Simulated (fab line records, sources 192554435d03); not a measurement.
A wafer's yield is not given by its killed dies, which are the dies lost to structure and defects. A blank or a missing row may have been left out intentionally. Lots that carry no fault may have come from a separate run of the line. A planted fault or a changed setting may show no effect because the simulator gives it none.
Chamber matching | flow n5-finfet | N5_BEOL_M5_ALD_86 on ald-metal-04: 4 sister chambers
The step deposits TaN, pulse time 2 s, purge time 3 s, co reactant purge time 2 s. 14 wafers are shown with their chamber, then 7 later ones without.

## WAFERS, EACH WITH ITS CHAMBER
wafer  | chamber | heater-power-w (W) | chamber-pressure-Torr (Torr)
L694.1 | 3       | 430                | 3.008
L694.2 | 2       | 394                | 2.996
L694.6 | 0       | 417                | 3.004
L693.1 | 1       | 378                | 2.999
L693.2 | 0       | 412                | 3.006
L693.3 | 2       | 383                | 2.997
L696.1 | 1       | 376                | 3.004
L696.4 | 0       | 412                | 2.988
L696.6 | 3       | 429                | 3.003
L697.2 | 1       | 377                | 3.005
L697.4 | 0       | 408                | 3.007
L697.5 | 3       | 422                | 3.005
L703.3 | 2       | 402                | 3.005
L703.5 | 0       | 416                | 3.009

SIGNATURES, as means of the wafers listed above
reading               | chamber 0 | chamber 1 | chamber 2 | chamber 3 | scatter within a chamber
heater-power-w        | 413.00    | 377.00    | 393.00    | 427.00    | 5.23
chamber-pressure-Torr | 3.00280   | 3.00267   | 2.99933   | 3.00533   | 0.00607
Rule: a wafer lies at a distance from a chamber equal to the root of the sum of squares, over the readings, of (its reading less the chamber's mean, divided by the reading's scatter). The wafer belongs to the nearest chamber; if the next one is less than 2 further off, it can't be placed. The scatter: take each reading less its chamber's mean, square it, sum over the shown wafers, divide by the number of wafers less the number of chambers, and take the root.

## WAFERS WITHOUT THEIR CHAMBER
wafer  | heater-power-w (W) | chamber-pressure-Torr (Torr)
L703.6 | 434                | 2.997
L707.2 | 370                | 3.005
L707.3 | 426                | 3.003
L707.6 | 389                | 2.994
L712.1 | 425                | 3.015
L712.2 | 408                | 3.000
L712.3 | 377                | 3.003

## EACH ONE'S CHAMBER
wafer  | from the rows above     | in truth
L703.6 | 3                       | 3
L707.2 | 1                       | 1
L707.3 | 3                       | 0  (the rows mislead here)
L707.6 | can't be placed: 2 or 1 | 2
L712.1 | can't be placed: 3 or 0 | 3
L712.2 | can't be placed: 0 or 2 | 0
L712.3 | 1                       | 1
Correctly placed: 3 of 7. Unplaceable from these rows: 3, with the true chamber sitting among the candidates in 3. Placed wrongly: 1.
